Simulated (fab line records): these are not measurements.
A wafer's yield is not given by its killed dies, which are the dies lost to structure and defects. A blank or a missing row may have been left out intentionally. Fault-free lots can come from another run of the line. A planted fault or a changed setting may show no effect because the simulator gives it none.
Matching of chambers	flow n5_finfet	4 sister chambers for N5_BEOL_M11_ETCH_66 on rie_diel-04
The step etches SOC in N2/H2, target depth 120 nm, overetch 24 nm, time 180 s. 4 wafers are shown with their chamber, then 10 later ones without.

## EACH WAFER AND ITS CHAMBER
wafer	chamber	throttle_valve_pct (%)
L090.2	3	18.23
L090.6	2	17.81
L087.1	1	17.75
L087.4	0	17.54

## WAFERS WHOSE CHAMBER IS MISSING
wafer	throttle_valve_pct (%)
L087.5	17.56
L089.1	17.55
L089.3	17.75
L089.5	17.55
L092.4	17.76
L092.5	18.23
L092.6	17.55
L094.2	17.77
L094.4	18.25
L094.6	17.76

## THE CHAMBER EACH PASSED THROUGH
wafer	from the rows above	in truth
L087.5	0	0
L089.1	0	0
L089.3	1	1
L089.5	0	0
L092.4	1	1
L092.5	3	3
L092.6	0	0
L094.2	can't be placed: 1 or 2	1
L094.4	3	3
L094.6	1	1
Correct placement for 9 of the 10. Not placeable from these rows: 1 (in 1, the candidates include the true chamber). Wrongly placed: 0.
How it was worked out, from the rows above alone: a wafer's distance from a chamber is the root of the sum, over the readings, of the square of ((its reading less the chamber's mean) divided by the reading's scatter). The wafer belongs to the nearest chamber; if the next one is less than 2 further off, it can't be placed. The mean given for a chamber averages the wafers shown for that chamber. The scatter (one wafer shown for each chamber): square how far every hidden wafer sits from the nearest shown wafer, average those squares and take the square root.
